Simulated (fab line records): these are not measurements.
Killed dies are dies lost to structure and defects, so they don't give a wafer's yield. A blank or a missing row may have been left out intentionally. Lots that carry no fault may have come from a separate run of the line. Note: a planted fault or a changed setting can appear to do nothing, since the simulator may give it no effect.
Chamber matching + flow nand_harc + NHARC_A_STAIRCASE_DESCUM_11 on rie_diel-13: 4 sister chambers
The step chemistry O2, time 3 s. 4 wafers are shown with their chamber, then 9 later ones without.

## WAFERS PAIRED WITH THEIR CHAMBERS
| wafer  | chamber | drypump_motor_current_A (A) |
|--------|---------|-----------------------------|
| L087.6 | 3       | 5.9                         |
| L088.1 | 1       | 5.9                         |
| L088.3 | 0       | 5.2                         |
| L088.6 | 2       | 5.6                         |

## WAFERS MISSING THEIR CHAMBER
| wafer  | drypump_motor_current_A (A) |
|--------|-----------------------------|
| L093.1 | 5.9                         |
| L093.5 | 5.9                         |
| L093.6 | 5.5                         |
| L091.3 | 5.2                         |
| L091.4 | 5.9                         |
| L091.5 | 5.9                         |
| L096.2 | 5.9                         |
| L096.3 | 6.0                         |
| L096.4 | 5.5                         |

## EACH ONE'S CHAMBER
| wafer  | from the rows above     | in truth |
|--------|-------------------------|----------|
| L093.1 | can't be placed: 1 or 3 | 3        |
| L093.5 | can't be placed: 1 or 3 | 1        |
| L093.6 | 2                       | 2        |
| L091.3 | 0                       | 0        |
| L091.4 | can't be placed: 1 or 3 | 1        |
| L091.5 | can't be placed: 1 or 3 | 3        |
| L096.2 | can't be placed: 1 or 3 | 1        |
| L096.3 | can't be placed: 1 or 3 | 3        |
| L096.4 | 2                       | 2        |
Placed correctly: 3 of 9. Cannot be placed on the basis of these rows: 6; the candidates contain the true chamber in 6. Placed wrongly: 0.
How it was worked out, from the rows above alone: a wafer's distance from a chamber is the root of the sum, over the readings, of the square of ((its reading less the chamber's mean) divided by the reading's scatter). The wafer belongs to the nearest chamber; if the next one is less than 2 further off, it can't be placed. A chamber's mean is the mean of its shown wafers. The scatter: with one shown wafer a chamber, the root of the mean of the squares of how far each hidden wafer lies from its nearest shown one.
